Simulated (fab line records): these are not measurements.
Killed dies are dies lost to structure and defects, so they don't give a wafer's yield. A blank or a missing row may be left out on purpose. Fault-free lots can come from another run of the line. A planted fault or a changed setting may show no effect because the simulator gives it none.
Which tool did it?	flow n5Finfet	Sampling: 11 lots, 32 wafers, 5 of 1938 route steps

## WHAT EACH GAUGE READ, for each wafer
N5_BEOL_M1_OCD_MEAS_38. Usual: trenchDepthNm reads 54.9 nm (standard deviation 0.68).
lot	measured	on	trenchDepthNm (nm)	flag
L464	day 6 07:43	ocd-01	53.8 54.8 55.4	
L466	day 6 16:52	ocd-02	54.8 55.0 54.2	
L467	day 7 03:54	ocd-02	53.3 54.5 55.8	
L468	day 7 07:05	ocd-02	55.2 55.3 55.4	
L469	day 7 14:02	ocd-01	54.5 54.0 54.7	
L477	day 9 12:16	ocd-02	55.2 55.5 54.7	
L481	day 10 08:41	ocd-02	54.1 55.4 54.3	
L480	day 10 16:25	ocd-02	55.3 54.1 55.4	
L482	day 10 19:44	ocd-02	54.6 54.7	
L484	day 11 09:32	ocd-01	54.1 55.1 53.9	
L487	day 12 02:56	ocd-02	55.0 55.2 55.2	

N5_BEOL_M4_RC_MEAS_101. Usual: DIBL_N 36.2 mV/V, standard deviation 1.4; DIBL_P 36.1 mV/V, standard deviation 1.5; IOFF_N 0.153 nA/um, standard deviation 0.02; IOFF_P 0.215 nA/um, standard deviation 0.03; ION_N 672 uA/um, standard deviation 8.6; ION_P 463 uA/um, standard deviation 6.8; SS_N 71.5 mV/dec, standard deviation 0.47; SS_P 73.3 mV/dec, standard deviation 0.57; VT_N 250.6 mV, standard deviation 2.4; VT_P -249 mV, standard deviation 3.2.
lot	measured	on	DIBL_N (mV/V)	DIBL_P (mV/V)	IOFF_N (nA/um)	IOFF_P (nA/um)	ION_N (uA/um)	ION_P (uA/um)	SS_N (mV/dec)	SS_P (mV/dec)	VT_N (mV)	VT_P (mV)	flag
L464	day 8 02:04	prober-01	37.6 37.6 37.4	37.9 38.2 37.4	0.159 0.161 0.151	0.247 0.259 0.246	674 665 661	474 465 464	72.6 72.1 72.0	72.9 73.1 73.3	249.2 249.9 252.7	-247 -245 -247	
L466	day 8 07:58	prober-01	38.6 38.9 37.4	38.4 38.0 36.7	0.186 0.179 0.161	0.248 0.249 0.224	673 676 667	464 461 457	71.8 73.0 72.1	74.6 73.8 73.5	246.8 248.2 249.3	-245 -247 -250	
L467	day 8 11:07	prober-01	37.4 37.1 38.6	36.1 34.9 37.0	0.166 0.160 0.187	0.220 0.197 0.237	685 666 667	463 457 460	71.4 72.1 72.1	72.5 72.6 74.1	248.1 249.0 248.3	-248 -251 -251	
L468	day 8 22:47	prober-01	36.2 37.4 36.5	35.4 36.6 35.7	0.146 0.162 0.148	0.181 0.185 0.171	666 672 667	456 455 447	71.9 71.7 71.5	73.4 74.1 73.5	249.2 252.6 253.0	-255 -255 -255	
L469	day 9 03:06	prober-02	36.7 33.9 36.0	37.2 33.7 36.6	0.156 0.113 0.146	0.219 0.172 0.215	668 652 662	460 455 462	71.6 70.8 71.3	73.6 71.9 73.3	251.8 258.3 250.5	-251 -254 -251	
L477	day 11 04:24	prober-02	37.3 36.6 38.5	38.1 36.3 38.9	0.159 0.147 0.178	0.210 0.189 0.222	678 674 682	461 458 457	71.6 70.8 71.1	73.9 73.4 74.0	249.5 253.1 247.0	-250 -251 -251	
L481	day 12 01:34	prober-01	35.1 36.4 36.7	35.4 36.6 36.7	0.147 0.162 0.179	0.227 0.255 0.257	675 664 673	465 462 465	71.9 71.5 72.6	73.4 74.4 73.9	252.7 251.6 250.0	-247 -245 -244	
L480	day 12 05:56	prober-02	34.3 35.7 32.6	33.4 34.8 31.0	0.122 0.139 0.103	0.160 0.177 0.131	657 666 656	450 453 450	70.8 71.0 70.6	73.0 72.7 72.2	254.2 251.7 255.1	-257 -253 -259	
L482	day 12 12:50	prober-02	34.2 34.9	34.1 35.8	0.130 0.148	0.173 0.189	667 682	460 460	71.3 70.9	73.0 73.8	253.5 249.9	-253 -252	
L484	day 12 23:07	prober-02	33.4 34.2 37.0	33.3 34.3 37.3	0.105 0.113 0.147	0.157 0.175 0.210	659 652 681	456 451 467	71.1 71.2 71.7	72.7 72.6 73.5	254.6 254.2 253.8	-255 -251 -250	
L487	day 13 14:23	prober-01	34.1 36.1 35.6	35.2 37.2 36.6	0.146 0.166 0.160	0.200 0.217 0.213	676 667 676	467 462 461	70.4 71.7 71.5	73.2 73.4 73.7	249.4 249.0 250.4	-249 -247 -251	

## WHAT TOOL EACH LOT RAN ON (gives the tool, then ch and the chambers of the sampled wafers, and finally the start)
lot	N5_BEOL_M1_ANNEAL_49	N5_BEOL_M1_SPUTTER_81	N5_BEOL_M1_ANNEAL_93
L464	pvdSputter-01, day 6 09:13	pvdSputter-01, day 6 09:35	pvdSputter-01, day 6 10:32
L466	pvdSputter-03, day 6 18:04	pvdSputter-03, day 6 18:26	pvdSputter-03, day 6 19:23
L467	pvdSputter-02, day 7 05:17	pvdSputter-02, day 7 05:38	pvdSputter-02, day 7 06:36
L468	pvdSputter-03, day 7 08:02	pvdSputter-03, day 7 08:23	pvdSputter-03, day 7 09:21
L469	pvdSputter-02, day 7 16:56	pvdSputter-02, day 7 17:18	pvdSputter-02, day 7 18:16
L477	pvdSputter-02, day 9 13:26	pvdSputter-02, day 9 13:48	pvdSputter-02, day 9 14:46
L481	pvdSputter-02, day 10 10:14	pvdSputter-02, day 10 10:36	pvdSputter-02, day 10 11:34
L480	pvdSputter-01, day 10 17:50	pvdSputter-01, day 10 18:11	pvdSputter-01, day 10 19:09
L482	pvdSputter-03, day 10 21:32	pvdSputter-03, day 10 21:53	pvdSputter-03, day 10 22:51
L484	pvdSputter-01, day 11 10:32	pvdSputter-01, day 11 10:53	pvdSputter-01, day 11 11:51
L487	pvdSputter-03, day 12 03:53	pvdSputter-03, day 12 04:14	pvdSputter-03, day 12 05:12
- N5_BEOL_M1_ANNEAL_49: time 240 s.
- N5_BEOL_M1_SPUTTER_81: material Cu, target thk 4.5 nm, time 8.29 s.
- N5_BEOL_M1_ANNEAL_93: time 240 s.

## AS READ BY THE TOOLS THEMSELVES (means over the sampled wafers that have a number; for cases with no such wafer, the mark the record gives instead)
N5_BEOL_M1_ANNEAL_49. Usual: heaterPowerW reads 822 W (standard deviation 59).
lot	tool	heaterPowerW (W)	flag
L464	pvdSputter-01	868	
L466	pvdSputter-03	771	
L467	pvdSputter-02	725	
L468	pvdSputter-03	779	
L469	pvdSputter-02	796	
L477	pvdSputter-02	810	
L481	pvdSputter-02	805	
L480	pvdSputter-01	841	
L482	pvdSputter-03	800	
L484	pvdSputter-01	883	
L487	pvdSputter-03	768	

N5_BEOL_M1_SPUTTER_81. Usual: chamberPressurePa 0.07001 Pa, standard deviation 0.00014; chuckGasFlowSccm 1.25 sccm, standard deviation 0.054; throttleValvePct 30.2 %, standard deviation 0.87.
lot	tool	chamberPressurePa (Pa)	chuckGasFlowSccm (sccm)	throttleValvePct (%)	flag
L464	pvdSputter-01	0.07009	1.25	29.8	
L466	pvdSputter-03	-	-	-	OFF
L467	pvdSputter-02	-	-	-	OFF
L468	pvdSputter-03	-	-	-	OFF
L469	pvdSputter-02	0.07009	1.29	30.6	
L477	pvdSputter-02	0.06993	1.25	30.6	
L481	pvdSputter-02	0.07003	1.26	30.5	
L480	pvdSputter-01	0.07008	1.25	30.5	
L482	pvdSputter-03	0.06996	1.27	30.2	
L484	pvdSputter-01	0.06991	1.24	30.3	
L487	pvdSputter-03	0.07004	1.28	30.1	

N5_BEOL_M1_ANNEAL_93. Usual: heaterPowerW reads 820 W (standard deviation 57).
lot	tool	heaterPowerW (W)	flag
L464	pvdSputter-01	870	
L466	pvdSputter-03	777	
L467	pvdSputter-02	739	
L468	pvdSputter-03	787	
L469	pvdSputter-02	797	
L477	pvdSputter-02	788	
L481	pvdSputter-02	793	
L480	pvdSputter-01	847	
L482	pvdSputter-03	790	
L484	pvdSputter-01	880	
L487	pvdSputter-03	768	

## THE ANSWER, worked out from the rows above alone
Rule: take the mean of a lot's wafers that have a number; if it is more than 3 standard deviations from the usual mean, the lot is off. A lot without any number at a reading at which 4 lots or more have one is off too. Any other lot the step has rows for is counted as sound. The gauges are gone through in route order, then the tools' own readings, and for those a lot's mean is taken as printed above. At the first step where some lot is off, the reading lying furthest off is the one used; lots without a number count as furthest.
Off at N5_BEOL_M1_SPUTTER_81 (chamberPressurePa): L466, L467, L468. Without a number there: L466, L467, L468.
If a tool, at that step or one of the process steps before it, ran each lot that is off and ran no sound lot following the first of them, it fits. Of those tried, none fits.

## WHAT THE SIMULATOR HAD PUT IN
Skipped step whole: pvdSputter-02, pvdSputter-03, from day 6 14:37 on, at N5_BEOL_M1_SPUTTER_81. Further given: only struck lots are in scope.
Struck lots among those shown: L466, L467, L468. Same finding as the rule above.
